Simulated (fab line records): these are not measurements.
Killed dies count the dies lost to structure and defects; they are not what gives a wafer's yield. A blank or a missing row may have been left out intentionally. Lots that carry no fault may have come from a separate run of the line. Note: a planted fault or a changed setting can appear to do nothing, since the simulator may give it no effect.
Matching of chambers || flow n5 finfet || N5_BEOL_M9_STRIP_67 on rie diel-03: 4 sister chambers
The step strips in CF4. 16 wafers are shown with their chamber, then 8 later ones without.

== WAFERS WITH THEIR CHAMBER ==
{"wafer": "L074.1", "chamber": 0, "showerhead plenum p Torr (Torr)": 1.78, "drypump motor current A (A)": 6.25, "throttle valve pct (%)": 13.86}
{"wafer": "L074.4", "chamber": 2, "showerhead plenum p Torr (Torr)": 1.86, "drypump motor current A (A)": 5.74, "throttle valve pct (%)": 13.73}
{"wafer": "L074.6", "chamber": 0, "showerhead plenum p Torr (Torr)": 1.78, "drypump motor current A (A)": 6.26, "throttle valve pct (%)": 13.86}
{"wafer": "L076.1", "chamber": 1, "showerhead plenum p Torr (Torr)": 1.73, "drypump motor current A (A)": 5.59, "throttle valve pct (%)": 13.82}
{"wafer": "L076.3", "chamber": 3, "showerhead plenum p Torr (Torr)": 1.89, "drypump motor current A (A)": 5.78, "throttle valve pct (%)": 13.13}
{"wafer": "L076.5", "chamber": 3, "showerhead plenum p Torr (Torr)": 1.89, "drypump motor current A (A)": 5.80, "throttle valve pct (%)": 13.16}
{"wafer": "L081.1", "chamber": 2, "showerhead plenum p Torr (Torr)": 1.86, "drypump motor current A (A)": 5.74, "throttle valve pct (%)": 13.78}
{"wafer": "L081.5", "chamber": 1, "showerhead plenum p Torr (Torr)": 1.73, "drypump motor current A (A)": 5.56, "throttle valve pct (%)": 13.84}
{"wafer": "L081.6", "chamber": 2, "showerhead plenum p Torr (Torr)": 1.86, "drypump motor current A (A)": 5.75, "throttle valve pct (%)": 13.74}
{"wafer": "L084.1", "chamber": 3, "showerhead plenum p Torr (Torr)": 1.89, "drypump motor current A (A)": 5.79, "throttle valve pct (%)": 13.18}
{"wafer": "L084.2", "chamber": 2, "showerhead plenum p Torr (Torr)": 1.86, "drypump motor current A (A)": 5.70, "throttle valve pct (%)": 13.77}
{"wafer": "L084.3", "chamber": 0, "showerhead plenum p Torr (Torr)": 1.77, "drypump motor current A (A)": 6.29, "throttle valve pct (%)": 13.91}
{"wafer": "L087.1", "chamber": 2, "showerhead plenum p Torr (Torr)": 1.85, "drypump motor current A (A)": 5.70, "throttle valve pct (%)": 13.82}
{"wafer": "L087.2", "chamber": 3, "showerhead plenum p Torr (Torr)": 1.89, "drypump motor current A (A)": 5.81, "throttle valve pct (%)": 13.20}
{"wafer": "L087.5", "chamber": 2, "showerhead plenum p Torr (Torr)": 1.85, "drypump motor current A (A)": 5.71, "throttle valve pct (%)": 13.81}
{"wafer": "L090.2", "chamber": 2, "showerhead plenum p Torr (Torr)": 1.85, "drypump motor current A (A)": 5.71, "throttle valve pct (%)": 13.81}

SIGNATURES, as means of the wafers listed above
{"reading": "showerhead plenum p Torr", "chamber 0": 1.7767, "chamber 1": 1.7300, "chamber 2": 1.8557, "chamber 3": 1.8900, "scatter within a chamber": 0.00445}
{"reading": "drypump motor current A", "chamber 0": 6.2667, "chamber 1": 5.5750, "chamber 2": 5.7214, "chamber 3": 5.7950, "scatter within a chamber": 0.0194}
{"reading": "throttle valve pct", "chamber 0": 13.8767, "chamber 1": 13.8300, "chamber 2": 13.7800, "chamber 3": 13.1675, "scatter within a chamber": 0.0318}
Rule: a wafer's distance from a chamber is the root of the sum, over the readings, of the square of ((its reading less the chamber's mean) divided by the reading's scatter). The wafer belongs to the nearest chamber; if the next one is less than 2 further off, it can't be placed. The scatter: take each reading less its chamber's mean, square it, sum over the shown wafers, divide by the number of wafers less the number of chambers, and take the root.

== WAFERS WHOSE CHAMBER IS MISSING ==
{"wafer": "L090.5", "showerhead plenum p Torr (Torr)": 1.77, "drypump motor current A (A)": 6.26, "throttle valve pct (%)": 13.95}
{"wafer": "L090.6", "showerhead plenum p Torr (Torr)": 1.88, "drypump motor current A (A)": 5.79, "throttle valve pct (%)": 13.22}
{"wafer": "L095.1", "showerhead plenum p Torr (Torr)": 1.72, "drypump motor current A (A)": 5.56, "throttle valve pct (%)": 13.89}
{"wafer": "L095.2", "showerhead plenum p Torr (Torr)": 1.88, "drypump motor current A (A)": 5.79, "throttle valve pct (%)": 13.24}
{"wafer": "L095.3", "showerhead plenum p Torr (Torr)": 1.77, "drypump motor current A (A)": 6.30, "throttle valve pct (%)": 13.95}
{"wafer": "L095.4", "showerhead plenum p Torr (Torr)": 1.85, "drypump motor current A (A)": 5.70, "throttle valve pct (%)": 13.82}
{"wafer": "L095.5", "showerhead plenum p Torr (Torr)": 1.88, "drypump motor current A (A)": 5.82, "throttle valve pct (%)": 13.24}
{"wafer": "L095.6", "showerhead plenum p Torr (Torr)": 1.77, "drypump motor current A (A)": 6.31, "throttle valve pct (%)": 13.95}

== CHAMBER TAKEN BY EACH ==
{"wafer": "L090.5", "from the rows above": 0, "in truth": 0}
{"wafer": "L090.6", "from the rows above": 3, "in truth": 3}
{"wafer": "L095.1", "from the rows above": 1, "in truth": 1}
{"wafer": "L095.2", "from the rows above": 3, "in truth": 3}
{"wafer": "L095.3", "from the rows above": 0, "in truth": 0}
{"wafer": "L095.4", "from the rows above": 2, "in truth": 2}
{"wafer": "L095.5", "from the rows above": 3, "in truth": 3}
{"wafer": "L095.6", "from the rows above": 0, "in truth": 0}
Placed correctly: 8 of 8. From these rows, 0 cannot be placed. Wrongly placed: 0.
